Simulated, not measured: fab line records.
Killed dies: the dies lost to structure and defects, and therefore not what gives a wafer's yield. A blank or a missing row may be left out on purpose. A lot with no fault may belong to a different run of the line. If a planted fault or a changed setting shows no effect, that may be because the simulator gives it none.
Which tool was responsible? -- flow nand-harc -- 42 wafers from 14 lots sampled at 4 of the route's 1302 steps

== WHAT EACH GAUGE READ, for each wafer ==
NHARC_A_SGD_CUT_CD_MEAS_09: the cd target is 100 nm. Usual: cd-nm reads 100.0 nm (standard deviation 0.64).
lot,measured,on,cd-nm (nm),flag
L462,day 20 00:07,cd-sem-01,99.4 100.2 99.8,
L461,day 19 23:37,cd-sem-03,100.0 101.0 99.9,
L464,day 21 08:32,cd-sem-01,100.5 100.4 100.8,
L463,day 22 01:25,cd-sem-01,- - -,OFF
L469,day 23 11:10,cd-sem-01,- - -,OFF
L473,day 24 22:38,cd-sem-03,99.7 99.9 100.5,
L475,day 25 11:44,cd-sem-03,100.1 100.8 100.6,
L474,day 25 12:09,cd-sem-02,101.3 101.5 101.0,
L477,day 25 18:48,cd-sem-01,100.0 99.4 100.0,
L476,day 26 10:51,cd-sem-03,100.5 100.6 100.6,
L478,day 26 21:35,cd-sem-01,99.9 99.2 99.1,
L479,day 27 15:43,cd-sem-01,99.8 99.4 100.5,
L481,day 28 16:58,cd-sem-01,100.8 99.7 99.8,
L483,day 29 11:35,cd-sem-02,100.1 99.7 99.7,

NHARC_A_SGD_CUT_OVL_MEAS_10. Usual: overlay-x-nm -0.1 nm, standard deviation 0.79; overlay-y-nm 0.2 nm, standard deviation 0.99.
lot,measured,on,overlay-x-nm (nm),overlay-y-nm (nm),flag
L462,day 20 00:13,overlay-02,-0.2 -0.6 -0.1,-0.6 -0.4 -0.5,
L461,day 19 23:43,overlay-02,-0.1 -0.3 -0.7,1.3 1.7 0.8,
L464,day 21 08:37,overlay-02,-0.1 0.3 0.2,1.8 2.0 1.2,
L463,day 22 01:29,overlay-02,- - -,- - -,OFF
L469,day 23 11:15,overlay-02,- - -,- - -,OFF
L473,day 24 22:44,overlay-02,-0.1 0.7 -0.2,2.3 3.1 2.5,
L475,day 25 11:49,overlay-02,1.1 1.0 1.0,0.3 0.1 -0.2,
L474,day 25 12:14,overlay-01,1.0 0.7 0.8,0.6 0.2 1.1,
L477,day 25 18:53,overlay-02,0.5 0.5 0.9,0.4 0.8 0.2,
L476,day 26 10:56,overlay-02,-0.2 -0.4 0.1,-0.3 -0.1 0.0,
L478,day 26 21:41,overlay-01,-1.0 -0.7 0.0,0.9 0.9 0.7,
L479,day 27 15:47,overlay-01,0.9 0.7 0.7,-0.4 0.3 -0.4,
L481,day 28 17:03,overlay-01,-2.2 -1.7 -1.8,0.7 0.8 0.9,
L483,day 29 11:40,overlay-01,0.2 -0.1 -0.2,-0.6 -0.2 -0.2,

== EACH LOT AND THE TOOL THAT RAN IT (in order: tool; ch and the chambers of the sampled wafers; start) ==
lot,NHARC_A_STAIRCASE_STRIP_446,NHARC_A_SGD_CUT_EXPOSE_06
L462,"plasma-asher-01 ch 0,1, day 19 20:02","arfi-scanner-01 ch 0, day 19 23:59"
L461,"plasma-asher-02 ch 0,1, day 19 20:17","arfi-scanner-03 ch 0, day 19 23:29"
L464,"plasma-asher-01 ch 0,1, day 21 05:07","arfi-scanner-02 ch 0, day 21 08:23"
L463,"plasma-asher-02 ch 0,1, day 21 21:59","arfi-scanner-03, day 22 01:16"
L469,"plasma-asher-01 ch 0,1, day 23 07:32","arfi-scanner-02, day 23 11:02"
L473,"plasma-asher-02 ch 0,1, day 24 19:13","arfi-scanner-03 ch 0, day 24 22:30"
L475,"plasma-asher-01 ch 0, day 25 08:26","arfi-scanner-03 ch 0, day 25 11:36"
L474,"plasma-asher-02 ch 0,1, day 25 08:43","arfi-scanner-02 ch 0, day 25 12:01"
L477,"plasma-asher-02 ch 0,1, day 25 15:29","arfi-scanner-01 ch 0, day 25 18:40"
L476,"plasma-asher-01 ch 0,1, day 26 07:31","arfi-scanner-03 ch 0, day 26 10:43"
L478,"plasma-asher-01 ch 0,1, day 26 18:02","arfi-scanner-01 ch 0, day 26 21:28"
L479,"plasma-asher-01 ch 0,1, day 27 12:28","arfi-scanner-02 ch 0, day 27 15:34"
L481,"plasma-asher-02 ch 0,1, day 28 13:35","arfi-scanner-01 ch 0, day 28 16:49"
L483,"plasma-asher-02 ch 0,1, day 29 08:09","arfi-scanner-01 ch 0, day 29 11:27"
- NHARC_A_STAIRCASE_STRIP_446: strips in O2.
- NHARC_A_SGD_CUT_EXPOSE_06: exposes mask SGD.

== WHAT THE TOOLS THEMSELVES READ (means of the sampled wafers that have a number; where no wafer has one, the mark that the record gives instead) ==
NHARC_A_STAIRCASE_STRIP_446. Usual: drypump-motor-current-A 5.6 A, standard deviation 0.34; heater-power-w 335 W, standard deviation 13.
lot,tool,drypump-motor-current-A (A),heater-power-w (W),flag
L462,plasma-asher-01,5.4,330,
L461,plasma-asher-02,5.6,341,
L464,plasma-asher-01,5.6,325,
L463,plasma-asher-02,5.7,342,
L469,plasma-asher-01,5.4,333,
L473,plasma-asher-02,5.6,344,
L475,plasma-asher-01,5.8,311,
L474,plasma-asher-02,5.9,343,
L477,plasma-asher-02,5.9,341,
L476,plasma-asher-01,5.6,319,
L478,plasma-asher-01,5.7,319,
L479,plasma-asher-01,5.4,335,
L481,plasma-asher-02,5.9,337,
L483,plasma-asher-02,5.9,339,

NHARC_A_SGD_CUT_EXPOSE_06. Usual: exposure-dose-mJ-cm2 85.60, standard deviation 0.081; focus-offset-nm 0.0 nm, standard deviation 0.55.
lot,tool,exposure-dose-mJ-cm2,focus-offset-nm (nm),flag
L462,arfi-scanner-01,85.71,-0.1,
L461,arfi-scanner-03,85.57,-0.4,
L464,arfi-scanner-02,85.60,0.1,
L463,arfi-scanner-03,-,-,OFF
L469,arfi-scanner-02,-,-,OFF
L473,arfi-scanner-03,85.61,0.2,
L475,arfi-scanner-03,85.50,0.6,
L474,arfi-scanner-02,85.46,-0.3,
L477,arfi-scanner-01,85.68,-0.6,
L476,arfi-scanner-03,85.64,-0.2,
L478,arfi-scanner-01,85.59,0.8,
L479,arfi-scanner-02,85.61,-0.5,
L481,arfi-scanner-01,85.58,0.3,
L483,arfi-scanner-01,85.64,0.5,

== THE ANSWER, worked out from the rows above alone ==
Rule: a lot counts as off when the mean over its wafers that have a number is more than 3 standard deviations away from the usual mean. A lot without any number at a reading at which 4 lots or more have one is off too. Where the step has rows for the other lots, those lots are counted as sound. After the gauges, taken in route order, come the tools' own readings; for these a lot's mean is taken, as printed above. The first step at which some lot is off is used, and at that step the reading that is off furthest; a lot without a number counts as furthest.
Off: L463, L469, at NHARC_A_SGD_CUT_CD_MEAS_09 (cd-nm). Without a number there: L463, L469.
A tool fits if, at a process step before that reading, it ran every lot that is off, and no sound lot after the first of them. The gauges at NHARC_A_SGD_CUT_CD_MEAS_09 aren't tried: what is off there is off at NHARC_A_SGD_CUT_OVL_MEAS_10 too, on other tools, and a gauge's error can't cause that. Not one of the candidates tried fits.

== WHAT THE SIMULATOR PUT IN ==
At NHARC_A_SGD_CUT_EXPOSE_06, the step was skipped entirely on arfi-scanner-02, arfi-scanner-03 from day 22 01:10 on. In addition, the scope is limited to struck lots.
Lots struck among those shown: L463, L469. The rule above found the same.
